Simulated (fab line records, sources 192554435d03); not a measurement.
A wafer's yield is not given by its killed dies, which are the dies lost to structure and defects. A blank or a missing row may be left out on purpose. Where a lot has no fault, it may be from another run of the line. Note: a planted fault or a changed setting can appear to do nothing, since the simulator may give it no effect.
Split-lot experiment    flow n5-finfet    7 lots, 39 wafers read, on a route of 1938 steps

## ABOUT THE SPLIT
At N5_BEOL_M13_ETCH_59 (etches BARC in N2/H2, target depth 89 nm, overetch 26.7 nm, time 67.9 s), the setting time-s was moved away from the recipe's 67.9 s on 12 of the 39 wafers read, by -37.4% to +30.9%. All remaining wafers had this setting at the recipe value.

## FROM THE SPLIT TO THE READING: what the file shows between them, 5 steps
- N5_BEOL_M13_VIA_ETCH_16: etches SiOC in C4F8/O2/Ar, target depth 921.7 nm
- N5_BEOL_M13_STRIP_63: strips in N2/H2
- N5_BEOL_M13_STRIP_64: strips in N2/H2
- N5_BEOL_M13_STRIP_71: strips in post etch residue remover, time 60 s
- N5_BEOL_M13_SRD_72: time 30 s, dry time 30 s

## THE READING
Shown in nm: cd-nm at N5_BEOL_M13_CD_MEAS_17, with target cd 190 nm. On this fab line, fault-free wafers typically give 191.1 nm with a standard deviation of 1.2 nm.

wafer   tool, chamber at the split  time-s as run, s  against the recipe  cd-nm, nm  against lot-mates on the recipe
L074.1  rie-diel-06, 3              67.9              recipe              190.6      -
L074.2  rie-diel-06, 1              88.89             +30.9%              195.0      +4.6
L074.3  rie-diel-06, 2              67.9              recipe              190.3      -
L074.4  rie-diel-06, 0              88.89             +30.9%              194.3      +3.9
L074.5  rie-diel-06, 3              67.9              recipe              190.4      -
L074.6  rie-diel-06, 0              88.89             +30.9%              194.5      +4.1
L079.1  rie-diel-01, 0              79.63             +17.3%              194.4      +3.0
L079.2  rie-diel-01, 1              79.63             +17.3%              192.2      +0.8
L079.3  rie-diel-01, 3              67.9              recipe              191.6      -
L079.4  rie-diel-01, 2              79.63             +17.3%              193.3      +1.9
L079.5  rie-diel-01, 2              67.9              recipe              190.6      -
L079.6  rie-diel-01, 3              67.9              recipe              192.0      -
L077.1  rie-diel-01, 3              67.9              recipe              192.2      -
L077.2  rie-diel-01, 2              67.9              recipe              191.4      -
L077.3  rie-diel-01, 1              67.9              recipe              190.8      -
L077.4  rie-diel-01, 1              67.9              recipe              191.1      -
L077.5  rie-diel-01, 3              67.9              recipe              192.0      -
L077.6  rie-diel-01, 2              67.9              recipe              192.0      -
L081.1  rie-diel-03, 3              67.9              recipe              191.2      -
L081.2  rie-diel-03, 2              67.9              recipe              190.3      -
L081.4  rie-diel-03, 0              67.9              recipe              190.5      -
L083.1  rie-diel-01, 2              44.18             -34.9%              185.2      -5.3
L083.2  rie-diel-01, 3              67.9              recipe              190.2      -
L083.3  rie-diel-01, 0              44.18             -34.9%              185.1      -5.4
L083.4  rie-diel-01, 0              67.9              recipe              190.9      -
L083.5  rie-diel-01, 2              44.18             -34.9%              185.2      -5.3
L083.6  rie-diel-01, 3              67.9              recipe              190.5      -
L091.1  rie-diel-03, 2              42.51             -37.4%              186.9      -4.5
L091.2  rie-diel-03, 1              67.9              recipe              191.7      -
L091.3  rie-diel-03, 3              67.9              recipe              190.7      -
L091.4  rie-diel-03, 3              42.51             -37.4%              187.8      -3.6
L091.5  rie-diel-03, 1              67.9              recipe              191.9      -
L091.6  rie-diel-03, 2              42.51             -37.4%              186.6      -4.8
L092.1  rie-diel-01, 2              67.9              recipe              191.1      -
L092.2  rie-diel-01, 0              67.9              recipe              191.6      -
L092.3  rie-diel-01, 3              67.9              recipe              192.7      -
L092.4  rie-diel-01, 1              67.9              recipe              193.6      -
L092.5  rie-diel-01, 3              67.9              recipe              192.3      -
L092.6  rie-diel-01, 0              67.9              recipe              191.0      -

FIT RESULTS
A straight line over all 39 wafers: cd-nm changes by +0.13 nm for each +1% of time-s; r = +0.93; the points scatter about the line by 0.93 nm.
The same after taking each lot's own level away (the mean of its wafers on the recipe; 39 wafers): +0.132 nm for each +1%; r = +0.96; scatter 0.66 nm.
That fit puts the effect of the largest move of time-s on the reading at 4.9 nm.
Measured against the standard deviation above, the lots' own levels, which go from 190.43 to 192.05 nm, span 1.3 times it.
The two slopes agree, so the slope changes little with the lot-to-lot level.
Check: with one of the wafers moved furthest among these (-37.4%) left out of the fit, the line predicts -5.03 nm for it against its lot-mates. Against them it came out at -4.53 nm.

## THE WHOLE CHAIN: every reading that the file lists as answering this split, in the file's order
step                     what it does                                                             reading                                                                           change (the file's fit)                                                               r (the file's)
N5_BEOL_M13_ETCH_59      etches BARC in N2/H2, target depth 89 nm, overetch 26.7 nm, time 67.9 s  etch.depth-nm (the simulator's own value, which no gauge read)                    not straight: 71.97 at the lowest setting, 88.92 at the recipe, 89.05 at the highest  not given
N5_BEOL_M13_ETCH_59      etches BARC in N2/H2, target depth 89 nm, overetch 26.7 nm, time 67.9 s  coat_of_BEOL_M13_COAT_04.thk-nm (the simulator's own value, which no gauge read)  -0.66 nm for each +1% of the setting                                                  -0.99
N5_BEOL_M13_VIA_ETCH_16  etches SiOC in C4F8/O2/Ar, target depth 921.7 nm                         coat_of_BEOL_M13_COAT_04.thk-nm (the simulator's own value, which no gauge read)  -0.634 nm for each +1% of the setting                                                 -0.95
N5_BEOL_M13_STRIP_63     strips in N2/H2                                                          strip-time-to-endpoint-s                                                          withheld for each +1% of the setting                                                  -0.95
N5_BEOL_M13_CD_MEAS_17   target cd 190 nm                                                         cd-nm                                                                             +0.133 nm for each +1% of the setting                                                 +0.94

## FILE'S OWN FIT
cd-nm changes by +0.133 nm for each +1% of time-s, r = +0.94.
